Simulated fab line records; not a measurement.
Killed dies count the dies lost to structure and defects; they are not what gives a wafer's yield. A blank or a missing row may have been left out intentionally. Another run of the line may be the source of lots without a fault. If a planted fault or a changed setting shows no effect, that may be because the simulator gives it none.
fab line records -- flow n5-finfet -- part 2 of 2: steps 5 to 6 of 6
[record] lots = 24, wafers = 72, last-day = 19
route steps=1938 shown FIN_CUT@165 STI_FIN_REVEAL@199 DUMMY_GATE@240
lots with no fault: from the same line, run without faults
start-h: hours from the record's opening day to when the first of the lot's shown wafers began -- wait-h: time in hours since the lot's previous step -- " as in the row above -- L1.1+2: one row covering several wafers at once -- - value missing, or start not given -- * or withheld: withheld -- < > ~ a bound
route shown NAME@n: a module of which the file shows steps, and the number in the route of the first -- usual: mean/standard deviation of fault-free wafers -- same: alike in all rows -- chamber/n: place in a boat -- sites: the reading at each site -- _std_site: standard deviation of those values -- _edge_site: inner sites' mean taken away from outer sites' mean -- radius-mm: for every site, how far away it sits from the centre of the wafer -- mask NAME#n: copy n -- behind: tool/chamber where the wafer was last shaped -- hold: cause of the lot's hold/its duration in hours/its outcome -- device: the transistor (n, p or np) that didn't switch -- end of line: the route-end tests of the same wafers -- a step given without rows: its recipe and nothing more -- killed: dies lost to structure and defects at the first sort, not the wafer's yield -- map: dies across one wafer; x = killed, . = not, _ = none there
set.NAME: the setting that was run; set.NAME@STEP: the one run at that earlier step -- model.NAME: the simulator's own value behind a step, which no gauge read
route steps across a sampled set of lots; one table per step, one row per wafer
services: the hour from which a tool's chamber was out of use, counted from the record's first day as start-h (under 0 if before that day), plus the number of hours and why
[[steps]]
[step N5_DUMMY_GATE_TRIM_49]
[recipe] chemistry = O2, resist = SOC, time-s = 29, target-cd-nm = 14, source-power-w = 300, bias-power-w = 0, O2_flow_sccm = 100, temp-c = 20
[usual] drypump-motor-current-A = 5.7/0.5, oes-product-au = 0.996/0.013, throttle-valve-pct = 8.13/0.14
lot.wafer,tool,chamber,start-h,wait-h,drypump-motor-current-A,oes-product-au,rf-hours-counter-h,throttle-valve-pct
L074.2,rie-si-06,0,46.91,0.0,5.6,0.969,76,7.93
L074.3,rie-si-06,3,46.91,0.0,5.2,0.985,74,8.16
L074.6,rie-si-06,3,46.91,0.0,5.2,0.995,-,8.18
L075.1,rie-si-06,0,53.68,0.0,5.5,0.978,76,7.93
L075.2,rie-si-06,3,53.68,0.0,5.2,1.006,74,8.18
L075.5,rie-si-06,3,53.68,0.0,5.2,0.996,-,8.15
L076.2,rie-si-03,2,59.16,0.0,6.1,1.000,12,8.13
L076.5,rie-si-03,1,59.16,0.0,5.2,0.981,-,8.06
L076.6,rie-si-03,2,59.16,0.0,6.1,0.998,-,8.12
L077.1,rie-si-03,3,66.66,0.0,6.3,0.972,80,8.35
L077.5,rie-si-03,3,66.66,0.0,6.3,0.981,-,8.34
L077.6,rie-si-03,0,66.66,0.0,6.4,1.007,-,8.34
L078.1,rie-si-02,3,70.23,0.0,5.9,0.996,148,8.16
L078.3,rie-si-02,2,70.23,0.0,6.5,0.996,22,8.00
L078.6,rie-si-02,1,70.23,0.0,5.1,0.985,-,8.25
L079.3,rie-si-06,1,77.20,0.0,5.4,1.007,70,8.26
L079.4,rie-si-06,2,77.20,0.0,5.5,1.011,53,7.93
L079.6,rie-si-06,3,77.20,0.0,5.2,0.993,-,8.17
L080.3,rie-si-02,3,81.73,0.0,5.9,1.001,148,8.14
L080.4,rie-si-02,2,81.73,0.0,6.5,0.994,22,8.02
L080.5,rie-si-02,1,81.73,0.0,5.1,0.988,-,8.26
L081.2,rie-si-06,3,87.54,0.0,5.2,0.996,75,8.17
L081.4,rie-si-06,1,87.54,0.0,5.4,1.011,70,8.25
L081.5,rie-si-06,0,87.54,0.0,5.6,0.980,-,7.94
L082.1,rie-si-02,2,95.15,0.0,6.5,0.989,23,8.02
L082.2,rie-si-02,1,95.15,0.0,5.1,0.987,93,8.26
L082.5,rie-si-02,1,95.15,0.0,5.1,0.987,-,8.27
L083.3,rie-si-03,0,99.79,0.0,6.4,1.011,189,8.35
L083.5,rie-si-03,1,99.79,0.0,5.2,1.001,-,8.05
L083.6,rie-si-03,0,99.79,0.0,6.4,1.013,-,8.33
L084.2,rie-si-06,2,107.61,0.0,5.5,1.021,54,7.95
L084.4,rie-si-06,1,107.61,0.0,5.4,1.005,71,8.25
L084.6,rie-si-06,3,107.61,0.0,5.2,0.997,-,8.18
L085.3,rie-si-03,2,114.18,0.0,6.1,0.992,13,8.12
L085.4,rie-si-03,1,114.18,0.0,5.2,0.982,70,8.05
L085.5,rie-si-03,0,114.18,0.0,6.4,1.005,-,8.36
L086.3,rie-si-03,3,120.74,0.0,6.3,0.986,81,8.35
L086.4,rie-si-03,1,120.74,0.0,5.1,0.995,70,8.05
L086.6,rie-si-03,1,120.74,0.0,5.1,0.999,-,8.04
L087.1,rie-si-02,0,123.56,0.0,5.7,0.995,74,8.10
L087.2,rie-si-02,3,123.56,0.0,5.9,0.999,149,8.14
L087.3,rie-si-02,1,123.56,0.0,5.1,0.984,93,8.24
L088.1,rie-si-03,0,130.88,0.0,6.4,1.008,190,8.38
L088.4,rie-si-03,1,130.88,0.0,5.2,0.983,70,8.04
L088.6,rie-si-03,1,130.88,0.0,5.2,1.000,-,8.05
L089.1,rie-si-02,0,135.76,0.0,5.7,0.998,74,8.11
L089.2,rie-si-02,1,135.76,0.0,5.1,0.996,94,8.27
L089.3,rie-si-02,3,135.76,0.0,5.8,1.005,149,8.15
L090.3,rie-si-02,2,143.90,0.0,6.5,0.994,23,8.00
L090.4,rie-si-02,3,143.90,0.0,5.9,1.001,149,8.15
L090.6,rie-si-02,1,143.90,0.0,5.1,0.986,-,8.25
L091.2,rie-si-03,3,176.11,0.0,6.4,0.977,82,8.36
L091.4,rie-si-03,1,176.11,0.0,5.2,0.985,71,8.04
L091.6,rie-si-03,1,176.11,0.0,5.2,0.989,-,8.05
L093.1,rie-si-02,2,180.02,0.0,6.5,0.977,24,8.02
L093.5,rie-si-02,3,180.02,0.0,5.8,1.001,-,8.14
L093.6,rie-si-02,2,180.02,0.0,6.5,0.989,-,8.00
L094.2,rie-si-06,1,183.76,0.0,5.4,1.018,72,8.25
L094.3,rie-si-06,3,183.76,0.0,5.2,0.985,76,8.17
L094.6,rie-si-06,3,183.76,0.0,5.2,0.990,-,8.18
L095.2,rie-si-02,1,183.80,0.0,5.1,0.998,94,8.26
L095.3,rie-si-02,3,183.80,0.0,5.9,1.010,150,8.15
L095.4,rie-si-02,0,183.80,0.0,5.7,1.005,75,8.11
L092.4,rie-si-03,2,183.97,0.1,6.1,0.996,-,8.14
L092.5,rie-si-03,3,183.97,0.1,6.4,0.974,-,8.38
L092.6,rie-si-03,1,183.97,0.1,5.2,0.991,-,8.04
L096.1,rie-si-06,3,187.69,0.0,5.2,0.994,76,8.18
L096.3,rie-si-06,0,187.69,0.0,5.6,0.977,79,7.92
L096.5,rie-si-06,0,187.69,0.0,5.5,0.975,-,7.93
L097.1,rie-si-02,2,193.69,0.0,6.5,0.993,24,8.01
L097.2,rie-si-02,3,193.69,0.0,5.9,1.010,150,8.14
L097.3,rie-si-02,1,193.69,0.0,5.1,0.990,94,8.25
[step N5_DUMMY_GATE_ETCH_31]
[recipe] chemistry = C4F6/O2, target = SiO2, mask-material = SOC, target-depth-a = 825, time-s = 27.5, ion-energy-ev = 250, pressure-mtorr = 30, source-w = 345, bias-w = 185, Ar_flow_sccm = 300, C4F6_flow_sccm = 10, O2_flow_sccm = 10
[usual] drypump-motor-current-A = 5.9/0.49, oes_ar_750_au = 0.80/0.097, oes-product-au = 0.80/0.1, rf-vpp-V = 659/10, showerhead-plenum-p-Torr = 2.86/0.076, throttle-valve-pct = 21.1/0.31
lot.wafer,tool,chamber,start-h,wait-h,drypump-motor-current-A,oes_ar_750_au,oes-product-au,rf-hours-counter-h,rf-vpp-V,showerhead-plenum-p-Torr,throttle-valve-pct
L074.2,rie-diel-02,0,47.12,0.1,5.6,0.70,0.70,233,653,2.82,21.3
L074.3,rie-diel-02,2,47.12,0.1,6.4,0.72,0.71,214,661,2.81,21.4
L074.6,rie-diel-02,2,47.12,0.1,6.4,0.71,0.70,-,661,2.81,21.4
L075.1,rie-diel-02,0,53.87,0.0,5.6,0.70,0.69,235,653,2.81,21.3
L075.2,rie-diel-02,1,53.87,0.0,5.2,0.73,0.72,175,648,2.75,21.6
L075.5,rie-diel-02,3,53.87,0.0,6.2,0.72,0.71,-,675,2.74,21.3
L076.2,rie-diel-03,2,59.36,0.0,5.8,0.77,0.77,107,656,2.88,21.0
L076.5,rie-diel-03,3,59.36,0.0,6.6,0.71,0.68,-,655,2.94,21.2
L076.6,rie-diel-03,2,59.36,0.0,5.8,0.78,0.77,-,653,2.88,21.0
L077.1,rie-diel-01,1,66.89,0.1,5.7,0.98,0.98,6,649,3.01,20.5
L077.5,rie-diel-01,1,66.89,0.1,5.8,0.97,0.98,-,648,3.01,20.5
L077.6,rie-diel-01,2,66.89,0.1,5.7,0.96,0.98,-,666,2.91,21.0
L078.1,rie-diel-03,2,70.50,0.1,5.8,0.77,0.77,111,655,2.88,21.0
L078.3,rie-diel-03,3,70.50,0.1,6.6,0.71,0.68,238,657,2.93,21.2
L078.6,rie-diel-03,3,70.50,0.1,6.6,0.70,0.69,-,656,2.93,21.2
L079.3,rie-diel-01,3,77.70,0.2,5.4,0.70,0.70,221,681,2.82,21.2
L079.4,rie-diel-01,0,77.70,0.2,6.4,0.86,0.86,-,654,2.87,20.8
L079.6,rie-diel-01,2,77.70,0.2,5.7,0.94,0.95,-,667,2.91,21.0
L080.3,rie-diel-02,0,81.92,0.0,5.6,0.70,0.69,243,652,2.81,21.3
L080.4,rie-diel-02,2,81.92,0.0,6.4,0.70,0.70,225,660,2.81,21.5
L080.5,rie-diel-02,3,81.92,0.0,6.2,0.72,0.71,-,674,2.74,21.3
L081.2,rie-diel-02,0,87.74,0.0,5.6,0.69,0.68,244,653,2.81,21.3
L081.4,rie-diel-02,1,87.74,0.0,5.2,0.73,0.73,185,648,2.75,21.6
L081.5,rie-diel-02,2,87.74,0.0,6.4,0.71,0.70,-,663,2.81,21.5
L082.1,rie-diel-02,0,95.35,0.0,5.6,0.69,0.68,247,652,2.81,21.3
L082.2,rie-diel-02,3,95.35,0.0,6.2,0.72,0.71,192,674,2.74,21.3
L082.5,rie-diel-02,1,95.35,0.0,5.2,0.73,0.72,-,647,2.75,21.6
L083.3,rie-diel-01,2,99.99,0.0,5.7,0.90,0.92,13,666,2.91,21.0
L083.5,rie-diel-01,0,99.99,0.0,6.4,0.85,0.85,-,656,2.86,20.8
L083.6,rie-diel-01,2,99.99,0.0,5.7,0.90,0.92,-,668,2.91,21.0
L084.2,rie-diel-01,3,107.80,0.0,5.4,0.70,0.70,233,681,2.82,21.2
L084.4,rie-diel-01,2,107.80,0.0,5.7,0.90,0.90,16,669,2.90,21.0
L084.6,rie-diel-01,2,107.80,0.0,5.7,0.89,0.92,-,667,2.90,21.0
L085.3,rie-diel-01,2,114.49,0.0,5.7,0.89,0.89,18,667,2.90,21.0
L085.4,rie-diel-01,0,114.49,0.0,6.4,0.85,0.83,82,654,2.86,20.8
L085.5,rie-diel-01,1,114.49,0.0,5.8,0.96,0.95,-,649,3.01,20.5
L086.3,rie-diel-01,2,121.08,0.1,5.7,0.89,0.90,20,667,2.90,21.0
L086.4,rie-diel-01,3,121.08,0.1,5.4,0.70,0.69,237,681,2.82,21.2
L086.6,rie-diel-01,3,121.08,0.1,5.4,0.70,0.69,-,680,2.82,21.2
L087.1,rie-diel-03,1,123.84,0.1,6.0,0.75,0.74,154,652,2.95,21.6
L087.2,rie-diel-03,2,123.84,0.1,5.8,0.76,0.75,128,656,2.87,21.0
L087.3,rie-diel-03,0,123.84,0.1,4.9,0.80,0.80,119,664,2.87,20.9
L088.1,rie-diel-03,3,131.20,0.0,6.6,0.97,0.98,4,654,2.93,21.0
L088.4,rie-diel-03,2,131.20,0.0,5.8,0.75,0.76,129,655,2.87,21.0
L088.6,rie-diel-03,3,131.20,0.0,6.6,0.97,0.97,-,655,2.93,21.0
L089.1,rie-diel-03,2,136.11,0.1,5.8,0.76,0.75,131,653,2.87,21.0
L089.2,rie-diel-03,1,136.11,0.1,6.1,0.75,0.73,158,651,2.95,21.5
L089.3,rie-diel-03,3,136.11,0.1,6.6,0.97,0.96,5,656,2.93,21.0
L090.3,rie-diel-02,0,144.09,0.0,5.6,0.96,0.97,6,655,2.81,21.0
L090.4,rie-diel-02,1,144.09,0.0,5.2,0.71,0.70,207,648,2.74,21.6
L090.6,rie-diel-02,0,144.09,0.0,5.6,0.95,0.97,-,652,2.81,21.0
L091.2,rie-diel-02,0,176.37,0.0,5.6,0.93,0.94,15,652,2.80,21.1
L091.4,rie-diel-02,3,176.37,0.0,6.2,0.69,0.69,-,673,2.72,21.4
L091.6,rie-diel-02,0,176.37,0.0,5.6,0.93,0.94,-,651,2.80,21.1
L093.1,rie-diel-02,2,180.22,0.0,6.4,0.97,0.98,1,660,2.79,21.2
L093.5,rie-diel-02,3,180.22,0.0,6.2,0.69,0.68,-,672,2.72,21.4
L093.6,rie-diel-02,2,180.22,0.0,6.4,0.98,0.98,-,659,2.79,21.2
L094.2,rie-diel-01,2,184.24,0.3,5.7,0.85,0.85,41,667,2.89,21.0
L094.3,rie-diel-01,0,184.24,0.3,6.5,0.82,0.82,103,654,2.85,20.8
L094.6,rie-diel-01,0,184.24,0.3,6.5,0.82,0.82,-,654,2.85,20.8
L095.2,rie-diel-03,3,184.27,0.3,6.6,0.92,0.92,21,655,2.92,21.0
L095.3,rie-diel-03,0,184.27,0.3,4.9,0.78,0.78,138,663,2.86,20.9
L095.4,rie-diel-03,1,184.27,0.3,6.1,0.74,0.72,171,651,2.94,21.6
L092.4,rie-diel-01,2,184.49,0.1,5.7,0.86,0.85,-,669,2.89,21.0
L092.5,rie-diel-01,1,184.49,0.1,5.8,0.91,0.90,-,649,3.00,20.6
L092.6,rie-diel-01,0,184.49,0.1,6.5,0.82,0.82,-,653,2.85,20.8
L096.1,rie-diel-03,3,187.89,0.0,6.6,0.91,0.92,23,655,2.92,21.0
L096.3,rie-diel-03,2,187.89,0.0,5.8,0.75,0.75,143,655,2.86,21.0
L096.5,rie-diel-03,1,187.89,0.0,6.0,0.74,0.73,-,652,2.94,21.6
L097.1,rie-diel-01,3,193.88,0.0,5.4,0.99,0.98,1,680,2.81,20.7
L097.2,rie-diel-01,2,193.88,0.0,5.7,0.85,0.85,45,667,2.89,21.0
L097.3,rie-diel-01,1,193.88,0.0,5.8,0.90,0.88,39,648,3.00,20.5
[[services]]
tool,chamber,start-h,hours,kind
plasma-asher-01,-,6.24,6.4,repair
rie-diel-01,0,13.24,2.6,repair
rie-diel-01,1,23.11,-,clean
rie-diel-01,1,23.11,-,consumable-replace:focus-ring
rie-diel-01,1,23.11,-,consumable-replace:showerhead
rie-si-04,2,26.88,1.1,repair
rie-diel-02,-,28.76,0.9,repair
rie-si-06,1,45.35,4.5,repair
rie-diel-03,1,55.48,3.0,repair
rie-diel-01,1,74.60,31.8,repair
rie-si-03,-,79.35,2.8,pm
plasma-asher-02,-,81.42,2.8,pm
rie-diel-02,0,105.21,-,clean
rie-diel-02,0,105.21,-,consumable-replace:focus-ring
rie-diel-02,0,105.21,21.7,scheduled-down
rie-diel-02,0,105.21,21.7,vent-cycle
rie-si-05,2,118.13,4.7,repair
rie-si-06,3,148.72,5.3,repair
rie-diel-02,2,152.47,-,clean
rie-diel-02,2,152.47,-,consumable-replace:focus-ring
plasma-asher-01,-,163.39,2.4,repair
rie-si-05,1,166.62,10.4,repair
rie-diel-03,2,170.50,10.6,repair
rie-diel-02,-,186.52,0.8,repair
